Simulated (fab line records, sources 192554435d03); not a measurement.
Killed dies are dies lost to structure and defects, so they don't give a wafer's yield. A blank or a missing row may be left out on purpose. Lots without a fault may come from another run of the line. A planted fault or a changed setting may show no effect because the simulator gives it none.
fab line records | flow n5_finfet
record lots=7 wafers=21
route steps=1938 shown SD_EPI_N@288 SD_EPI_P@321 HKMG_FIN@386 GATE_CUT@481 MOL_CONTACT_COAG@559 BEOL_M0_SAQP@682
start_h: hours from the record's first day to the start of the lot's first wafer shown | wait_h: hours since the lot's step before | " the same as in the row above | L1.1+2: a row that stands for several wafers | - no value, or no start given | * or withheld: withheld | < > ~ a bound
route shown NAME@n: a module of which the file shows steps, and the number in the route of the first | usual: mean/standard deviation of fault-free wafers | same: alike in all rows | chamber/n: place in a boat | sites: the reading at each site | _std_site: their standard deviation | _edge_site: outer sites' mean less inner sites' | radius_mm: how far each site lies from the wafer's centre | mask NAME#n: copy n | behind: the tool/chamber that last shaped the wafer | hold: why the lot was held/for how many hours/how that ended | device: the transistor (n, p or np) that didn't switch | end of line: the same wafers' tests at the end of the route | a step without rows: its recipe alone | killed: dies lost to structure and defects at the first sort, not the wafer's yield | map: a wafer's dies, x killed, . not, _ none there
set.NAME: the setting as run; set.NAME@STEP: as run at that earlier step | model.NAME: the simulator's own value behind a step, which no gauge read
lots whose settings were changed on purpose; a table a step, a row a wafer
## steps
# step N5_SD_EPI_N_EPI_21
# recipe material=Si:P dopant=P temp_c=680 pressure_torr=255 time_s=690
# columns lot.wafer tool chamber start_h wait_h set.time_s model.Si-P_of_SD_EPI_N_EPI_21.thk_nm
L075.1 epi_rpcvd-03 0 62.14 0.1 690 59.8
L075.4 " 0 " " 690 59.2
L075.5 " 0 " " 753.4 62.2
L080.1+3+5 epi_rpcvd-01 0 86.50 0.1 558.9 51.4
L083.3 epi_rpcvd-01 0 108.79 0.7 690 59.2
L083.5 " 0 " " 565.4 51.6
L083.6 " 0 " " 690 58.6
L084.1 epi_rpcvd-02 0 112.30 0.1 690 59.2
L084.2 " 0 " " 777.6 64.4
L084.3 " 0 " " 777.6 65
L088.1 epi_rpcvd-01 0 134.68 0.1 734.1 61.2
L088.3 " 0 " " 690 58.4
L088.4 " 0 " " 734.1 61.6
L090.3 epi_rpcvd-03 0 147.20 0.7 619.2 55
L090.4 " 0 " " 690 59
L090.6 " 0 " " 690 59.8
L093.1+3 epi_rpcvd-03 0 164.31 0.1 690 59
L093.6 " 0 165.71 1.4 690 58.4
# step N5_SD_EPI_N_EPI_MEAS_23
# recipe mode=xrd
# usual thk_nm=59.1/1.2
# columns lot.wafer tool chamber start_h wait_h set.time_s@SD_EPI_N_EPI_21 thk_nm
L075.1 film_metro-02 - 63.88 1.5 690 59.2
L075.4 " - " " 690 59.4
L075.5 " - " " 753.4 62.3
L080.1 film_metro-01 - 88.22 1.5 558.9 51.8
L080.3 " - " " 558.9 51.5
L080.5 " - " " 558.9 52.9
L083.3 film_metro-02 - 109.95 0.9 690 59.7
L083.5 " - " " 565.4 53.4
L083.6 " - " " 690 59.4
L084.1 film_metro-02 - 114.02 1.4 690 57.9
L084.2 " - " " 777.6 62.8
L084.3 " - " " 777.6 65.6
L088.1 film_metro-02 - 136.40 1.4 734.1 59.2
L088.3 " - " " 690 58.2
L088.4 " - " " 734.1 60.5
L090.3 film_metro-01 - 148.36 0.9 619.2 57.1
L090.4 " - " " 690 58.8
L090.6 " - " " 690 61.0
L093.1 film_metro-02 - 166.04 1.5 690 59.5
L093.3 " - " " 690 56.5
L093.6 " - " " 690 59.1
# step N5_SD_EPI_N_PRECLEAN_24
# recipe chemistry=O3/DIW time_s=60 temp_c=22 o3_ppm=10
# step N5_SD_EPI_N_SRD_25
# recipe time_s=30 temp_c=23 rinse_liquid=diw dry=ipa_marangoni
# step N5_SD_EPI_P_EPI_21
# recipe material=SiGe:B dopant=B temp_c=550 pressure_torr=20 ambient=H2 time_s=355
# step N5_SD_EPI_P_HM_STRIP_48
# recipe chemistry=H3PO4 temp_c=160 material=SiNx target=SiNx target_depth_a=30 overetch_fraction=0.3
# columns lot.wafer tool chamber start_h wait_h set.time_s@SD_EPI_N_EPI_21 model.Si-P_of_SD_EPI_N_EPI_21.thk_nm
L075.1 wet_bench-03 2 69.15 0.0 690 59.2
L075.4 " 4 " " 690 58.6
L075.5 " 5 " " 753.4 61.4
L080.1+3+5 wet_bench-03 0,1,5 92.73 0.0 558.9 50.8
L083.3 wet_bench-03 0 114.45 0.0 690 58.4
L083.5 " 4 " " 565.4 51
L083.6 " 2 " " 690 58
L084.1 wet_bench-04 6 118.84 0.0 690 58.6
L084.2 " 3 " " 777.6 63.6
L084.3 " 2 " " 777.6 64.4
L088.1 wet_bench-02 0 141.50 0.0 734.1 60.4
L088.3 " 1 " " 690 57.8
L088.4 " 7 " " 734.1 60.8
L090.3 wet_bench-04 3 152.85 0.0 619.2 54.4
L090.4 " 5 " " 690 58.4
L090.6 " 4 " " 690 59
L093.1+3 wet_bench-02 1,5 170.67 0.0 690 58.4
L093.6 " 7 " " 690 57.6
# step N5_HKMG_FIN_HK_ALD_01
# recipe material=HfO2 target_thk_a=16 temp_c=withheld ald_precursor_family=HfCl4 ald_co_reactant=H2O pulse_time_s=3 purge_time_s=3 co_reactant_purge_time_s=2.5 co_reactant_pulse_time_s=0.3 ald_cycles=30
# columns lot.wafer tool chamber start_h wait_h set.ald_cycles
L075.1+4+5 ald_hk-01 0,2,1 82.29 0.0 30
L080.1+5 ald_hk-02 1,0 106.84 0.0 28
L080.3 " 2 " " 30
L083.3 ald_hk-01 0 126.67 0.0 26
L083.5+6 " 0,3 " " 30
L084.1+2+3 ald_hk-02 2,1,3 132.04 0.1 31
L088.1+3+4 ald_hk-01 1,3,2 154.54 0.0 32
L090.3+4 ald_hk-01 3,1 165.17 0.0 30
L090.6 " 2 " " 27
L093.1+3+6 ald_hk-03 0,2,0 183.48 0.0 30
# step N5_HKMG_FIN_PEB_47
# recipe peb_temp_c=withheld peb_time_s=60 resist=CAR-ArF
# columns lot.wafer tool chamber start_h wait_h set.peb_time_s
L075.1+4+5 litho_track-01 0 83.18 0.1 60
L080.1+3 litho_track-01 0 107.61 0.1 60
L080.5 " 0 " " 47.8
L083.3 litho_track-04 0 127.42 0.0 65.06
L083.5+6 " 0 " " 60
L084.1+2+3 litho_track-04 0 133.07 0.1 60
L088.1+3 litho_track-04 0 155.45 0.1 53.22
L088.4 " 0 " " 60
L090.3+4+6 litho_track-02 0 166.05 0.0 60
L093.1+3+6 litho_track-04 0 184.59 0.1 60
# step N5_HKMG_FIN_DEVELOP_48
# recipe develop_time_s=30 developer=TMAH resist=CAR-ArF rinse_liquid=diw dry=air_spin dev_temp_c=23
# step N5_HKMG_FIN_CD_MEAS_49
# recipe target_cd_nm=202 landing_energy_ev=500 detector=se_inlens polarity=opening
# usual cd_nm=202.2/0.68
# columns lot.wafer tool chamber start_h wait_h set.peb_time_s@HKMG_FIN_PEB_47 cd_nm
L075.1 cd_sem-03 0 83.25 - 60 202.2
L075.4 " 0 " " 60 202.0
L075.5 " 0 " " 60 201.9
L080.1 cd_sem-01 0 107.67 - 60 203.3
L080.3 " 0 " " 60 202.6
L080.5 " 0 " " 47.8 195.8
L083.3 cd_sem-03 0 127.49 - 65.06 204.1
L083.5 " 0 " " 60 201.0
L083.6 " 0 " " 60 200.6
L084.1 cd_sem-01 0 133.14 - 60 201.9
L084.2 " 0 " " 60 202.0
L084.3 " 0 " " 60 201.4
L088.1 cd_sem-02 0 155.52 - 53.22 197.6
L088.3 " 0 " " 53.22 196.9
L088.4 " 0 " " 60 202.6
L090.3 cd_sem-02 0 166.12 - 60 202.5
L090.4 " 0 " " 60 202.8
L090.6 " 0 " " 60 203.1
L093.1 cd_sem-03 0 184.66 - 60 201.6
L093.3 " 0 " " 60 201.8
L093.6 " 0 " " 60 201.8
# step N5_HKMG_FIN_ETCH_55
# recipe chemistry=N2/H2 target=SOC target_depth_a=2400 temp_c=40 time_s=300 ion_energy_ev=200 mask_material=SiARC pressure_mtorr=30 source_w=840 bias_w=150 n2_flow_sccm=200 h2_flow_sccm=200
# columns lot.wafer tool chamber start_h wait_h set.bias_w
L075.1+4+5 rie_diel-03 1,0,1 83.78 0.0 150
L080.1+3+5 rie_diel-03 3,1,1 108.09 0.0 150
L083.3 rie_diel-04 3 127.66 0.0 150
L083.5+6 " 2,1 " " 136.2
L084.1+2+3 rie_diel-04 0,2,1 133.32 0.0 150
L088.1+3+4 rie_diel-01 3,0,2 155.80 0.0 150
L090.3+4+6 rie_diel-04 1,3,2 166.29 0.0 150
L093.1+3+6 rie_diel-04 1,3,3 184.84 0.0 150
# step N5_HKMG_FIN_STRIP_56
# recipe chemistry=N2/H2 temp_c=40 n2_flow_sccm=200 h2_flow_sccm=200 rf_frequency_hz=6e+07
# step N5_HKMG_FIN_STRIP_57
# recipe chemistry=CF4 resist=SiARC power_w=300 bias_power_w=75 pressure_mtorr=50 cf4_flow_sccm=150 rf_frequency_hz=6e+07
# step N5_HKMG_FIN_WET_ETCH_82
# recipe chemistry=dHCl mix=1:10000 temp_c=25 target=La2O3 stop_on=HfO2 target_depth_nm=2 dry=ipa_marangoni rinse_time_s=30 rinse_temp_c=23
# step N5_HKMG_FIN_ALD_36
# recipe material=TiN target_thk_a=10 temp_c=400 ald_precursor_family=TiCl4 ald_co_reactant=NH3 pulse_time_s=1 purge_time_s=3 co_reactant_purge_time_s=2 co_reactant_pulse_time_s=2 ald_cycles=47 pressure_torr=3
# step N5_HKMG_FIN_THK_MEAS_70
# recipe thk_meas_gauge=xrf reads=HfO2_of_HKMG_FIN_HK_ALD_01
# usual HK_THK=1.593/0.018
# columns lot.wafer tool chamber start_h wait_h set.ald_cycles@HKMG_FIN_HK_ALD_01 HK_THK[nm]
L075.1 film_metro-01 - 86.10 0.2 30 1.582
L075.4 " - " " 30 1.599
L075.5 " - " " 30 1.610
L080.1 film_metro-01 - 110.42 0.2 28 1.477
L080.3 " - " " 30 1.594
L080.5 " - " " 28 1.473
L083.3 film_metro-01 - 130.17 0.2 26 1.379
L083.5 " - " " 30 1.605
L083.6 " - " " 30 1.586
L084.1 film_metro-01 - 135.65 0.2 31 1.632
L084.2 " - " " 31 1.649
L084.3 " - " " 31 1.645
L088.1 film_metro-02 - 158.11 0.2 32 1.727
L088.3 " - " " 32 1.735
L088.4 " - " " 32 1.695
L090.3 film_metro-02 - 168.80 0.2 30 1.609
L090.4 " - " " 30 1.605
L090.6 " - " " 27 1.452
L093.1 film_metro-01 - 187.15 0.2 30 1.578
L093.3 " - " " 30 1.577
L093.6 " - " " 30 1.556
# step N5_GATE_CUT_COAT_07
# recipe resist=CAR-EUV spin_rpm=1500 resist_thk_nm=30
# columns lot.wafer tool chamber start_h wait_h set.spin_rpm model.CAR-EUV_of_GATE_CUT_COAT_07.thk_nm
L075.1+4+5 litho_track-05 0 - - 1500 30
L080.1+3+5 litho_track-02 0 - - 1500 30
L083.3+6 litho_track-05 0 - - 1361 31.4
L083.5 " 0 " " 1500 30
L084.1 litho_track-02 0 - - 1500 29.8
L084.2 " 0 " " 1391 31
L084.3 " 0 " " 1391 31.2
L088.1+3 litho_track-03 0 - - 1500 30
L088.4 " 0 " " 1500 30.2
L090.3+6 litho_track-05 0 - - 1500 30
L090.4 " 0 " " 1500 30.2
L093.1+3 litho_track-05 0 - - 1500 30
L093.6 " 0 " " 1500 30.2
# step N5_GATE_CUT_EBR_09
# recipe solvent=PGMEA ebr_width_mm=1.5
# step N5_GATE_CUT_SOFTBAKE_08
# recipe temp_c=110 time_s=60 resist=CAR-EUV
# step N5_GATE_CUT_DESCUM_18
# recipe chemistry=O2 time_s=7 source_power_w=50 bias_power_w=20 pressure_mtorr=20 rf_frequency_hz=2.712e+07 temp_c=40 resist=CAR-EUV o2_flow_sccm=225
# columns lot.wafer tool chamber start_h wait_h set.spin_rpm@GATE_CUT_COAT_07 model.CAR-EUV_of_GATE_CUT_COAT_07.thk_nm
L075.1+5 rie_diel-02 0,2 95.94 0.0 1500 26
L075.4 " 0 " " 1500 26.2
L080.1+3 rie_diel-06 0,2 119.75 0.0 1500 26
L080.5 " 0 " " 1500 26.2
L083.3 rie_diel-06 3 140.70 0.0 1361 27.4
L083.5 " 0 " " 1500 26.2
L083.6 " 1 " " 1361 27.6
L084.1 rie_diel-05 1 145.36 0.0 1500 26
L084.2+3 " 2,3 " " 1391 27.2
L088.1 rie_diel-05 3 168.00 0.3 1500 26
L088.3+4 " 0,2 " " 1500 26.2
L090.3+4+6 rie_diel-02 3,1,1 178.17 0.0 1500 26.2
L093.1+6 rie_diel-02 1,3 197.08 0.2 1500 26.2
L093.3 " 2 " " 1500 26
# step N5_MOL_CONTACT_COAG_ALD_27
# recipe material=SiOC target_thk_a=170 temp_c=400 ald_precursor_family=carbosiloxane ald_co_reactant=H2-plasma pulse_time_s=1.5 time_s=2720 purge_time_s=2 co_reactant_purge_time_s=2 ald_cycles=340 pressure_torr=2
# columns lot.wafer tool chamber start_h wait_h set.ald_cycles model.SiOC_of_MOL_CONTACT_COAG_ALD_27.thk_nm
L075.1 ald_sin-01 0 105.11 0.0 307 15.4
L075.4+5 " 2,0 " " 340 17
L080.1+3+5 ald_sin-03 1,0,3 133.10 1.7 393 19.6
L083.3+5+6 ald_sin-03 0,2,3 152.34 0.1 340 17
L084.1 ald_sin-01 0 157.27 0.0 340 17
L084.2 " 2 " " 312 15.6
L084.3 " 3 " " 340 17.2
L088.1 ald_sin-03 2 183.16 0.0 340 17
L088.3+4 " 0,3 " " 312 15.6
L090.3 ald_sin-04 1 189.60 0.9 305 15.2
L090.4 " 0 " " 305 15
L090.6 " 1 " " 340 17
L093.1+3 ald_sin-04 2,3 207.98 0.0 340 17
L093.6 " 1 " " 340 17.2
# step N5_MOL_CONTACT_COAG_DESCUM_45
# recipe chemistry=O2 time_s=7 source_power_w=50 bias_power_w=20 pressure_mtorr=20 rf_frequency_hz=2.712e+07 temp_c=40 resist=CAR-EUV o2_flow_sccm=225
# columns lot.wafer tool chamber start_h wait_h set.time_s model.CAR-EUV_of_MOL_CONTACT_COAG_COAT_34.thk_nm
L075.1+4+5 rie_diel-03 1,3,0 109.83 0.0 6.417 36.4
L080.1+3 rie_diel-01 1,2 138.78 0.2 7 36.2
L080.5 " 2 " " 8.159 35.6
L083.3+5 rie_diel-04 3,1 157.08 0.0 7 36
L083.6 " 2 " " 5.431 36.8
L084.1+2+3 rie_diel-04 2,3,0 161.90 0.0 7 36.2
L088.1+4 rie_diel-04 1 187.66 0.1 8.42 35.4
L088.3 " 3 " " 7 36
L090.3 rie_diel-03 1 194.23 0.2 7 36
L090.4 " 0 " " 7 36.2
L090.6 " 2 " " 6.464 36.2
L093.1+3+6 rie_diel-04 3,0,2 213.10 0.3 7 36
# step N5_MOL_CONTACT_COAG_ETCH_65
# recipe chemistry=N2/H2 target=underlayer target_depth_a=130 mask_material=CAR-EUV time_s=10.4 ion_energy_ev=200 pressure_mtorr=30 source_w=840 bias_w=150 n2_flow_sccm=200 h2_flow_sccm=200 ends=cleared
# columns lot.wafer tool chamber start_h wait_h set.time_s@MOL_CONTACT_COAG_DESCUM_45 model.CAR-EUV_of_MOL_CONTACT_COAG_COAT_34.thk_nm
L075.1+4+5 rie_diel-03 1,3,0 109.86 0.0 6.417 24.8
L080.1 rie_diel-01 1 138.81 0.0 7 24.8
L080.3 " 2 " " 7 24.6
L080.5 " 2 " " 8.159 24
L083.3+5 rie_diel-04 3,1 157.12 0.0 7 24.6
L083.6 " 2 " " 5.431 25.4
L084.1+2+3 rie_diel-04 2,3,0 161.93 0.0 7 24.8
L088.1 rie_diel-04 1 187.70 0.0 8.42 23.8
L088.3 " 3 " " 7 24.6
L088.4 " 1 " " 8.42 24
L090.3+4 rie_diel-03 1,0 194.26 0.0 7 24.6
L090.6 " 2 " " 6.464 24.6
L093.1+3 rie_diel-04 3,0 213.13 0.0 7 24.4
L093.6 " 2 " " 7 24.6
# step N5_MOL_CONTACT_COAG_ETCH_66
# recipe chemistry=CF4 target=SiARC target_depth_a=130 mask_material=CAR-EUV time_s=21.7 ion_energy_ev=80 pressure_mtorr=40 source_w=545 bias_w=36 Ar_flow_sccm=100 cf4_flow_sccm=100 ends=cleared
# columns lot.wafer tool chamber start_h wait_h set.time_s@MOL_CONTACT_COAG_DESCUM_45 model.CAR-EUV_of_MOL_CONTACT_COAG_COAT_34.thk_nm
L075.1+4+5 rie_diel-03 1,3,0 109.88 0.0 6.417 17.2
L080.1 rie_diel-01 1 138.83 0.0 7 17.2
L080.3 " 2 " " 7 17
L080.5 " 2 " " 8.159 16.4
L083.3+5 rie_diel-04 3,1 157.14 0.0 7 16.8
L083.6 " 2 " " 5.431 17.6
L084.1+2+3 rie_diel-04 2,3,0 161.95 0.0 7 17
L088.1+4 rie_diel-04 1 187.72 0.0 8.42 16.2
L088.3 " 3 " " 7 16.8
L090.3 rie_diel-03 1 194.28 0.0 7 16.8
L090.4 " 0 " " 7 17
L090.6 " 2 " " 6.464 17
L093.1+3+6 rie_diel-04 3,0,2 213.15 0.0 7 16.8
# step N5_BEOL_M0_SAQP_COAT_87
# recipe resist=underlayer temp_c=205 time_s=60 spin_rpm=1500 resist_thk_nm=5
# columns lot.wafer tool chamber start_h wait_h set.spin_rpm
L075.1+5 litho_track-02 0 - - 1500
L075.4 " 0 " " 1555
L080.1+5 litho_track-02 0 - - 1500
L080.3 " 0 " " 1573
L083.3+5 litho_track-02 0 - - 1414
L083.6 " 0 " " 1500
L084.1+3 litho_track-03 0 - - 1571
L084.2 " 0 " " 1500
L088.1+3+4 litho_track-02 0 - - 1500
L090.3 litho_track-03 0 - - 1549
L090.4+6 " 0 " " 1500
L093.1+3+6 litho_track-02 0 - - 1500
## key
split step=N5_SD_EPI_N_EPI_21 setting=time_s stated=690 by=wafer
response step=N5_SD_EPI_N_EPI_21 reading=model.Si-P_of_SD_EPI_N_EPI_21.thk_nm change=+0.405 per=1% r=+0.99
response step=N5_SD_EPI_N_EPI_MEAS_23 reading=thk_nm change=* per=1% r=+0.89
response step=N5_SD_EPI_P_HM_STRIP_48 reading=model.Si-P_of_SD_EPI_N_EPI_21.thk_nm change=+0.395 per=1% r=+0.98
split step=N5_HKMG_FIN_HK_ALD_01 setting=ald_cycles stated=30 by=wafer
response step=N5_HKMG_FIN_THK_MEAS_70 reading=HK_THK change=+0.0162 per=1% r=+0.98
split step=N5_HKMG_FIN_PEB_47 setting=peb_time_s stated=60 by=wafer
response step=N5_HKMG_FIN_CD_MEAS_49 reading=cd_nm change=+0.379 per=1% r=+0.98
split step=N5_HKMG_FIN_ETCH_55 setting=bias_w stated=150 by=wafer
response none clear
split step=N5_GATE_CUT_COAT_07 setting=spin_rpm stated=1500 by=wafer
response step=N5_GATE_CUT_COAT_07 reading=model.CAR-EUV_of_GATE_CUT_COAT_07.thk_nm change=-0.162 per=1% r=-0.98
response step=N5_GATE_CUT_DESCUM_18 reading=model.CAR-EUV_of_GATE_CUT_COAT_07.thk_nm change=-0.15 per=1% r=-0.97
split step=N5_MOL_CONTACT_COAG_ALD_27 setting=ald_cycles stated=340 by=wafer
response step=N5_MOL_CONTACT_COAG_ALD_27 reading=model.SiOC_of_MOL_CONTACT_COAG_ALD_27.thk_nm change=+0.176 per=1% r=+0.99
split step=N5_MOL_CONTACT_COAG_DESCUM_45 setting=time_s stated=7 by=wafer
response step=N5_MOL_CONTACT_COAG_DESCUM_45 reading=model.CAR-EUV_of_MOL_CONTACT_COAG_COAT_34.thk_nm change=-0.0327 per=1% r=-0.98
response step=N5_MOL_CONTACT_COAG_ETCH_65 reading=model.CAR-EUV_of_MOL_CONTACT_COAG_COAT_34.thk_nm change=-0.0351 per=1% r=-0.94
response step=N5_MOL_CONTACT_COAG_ETCH_66 reading=model.CAR-EUV_of_MOL_CONTACT_COAG_COAT_34.thk_nm change=-0.0341 per=1% r=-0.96
split step=N5_BEOL_M0_SAQP_COAT_87 setting=spin_rpm stated=1500 by=wafer
response none in this file
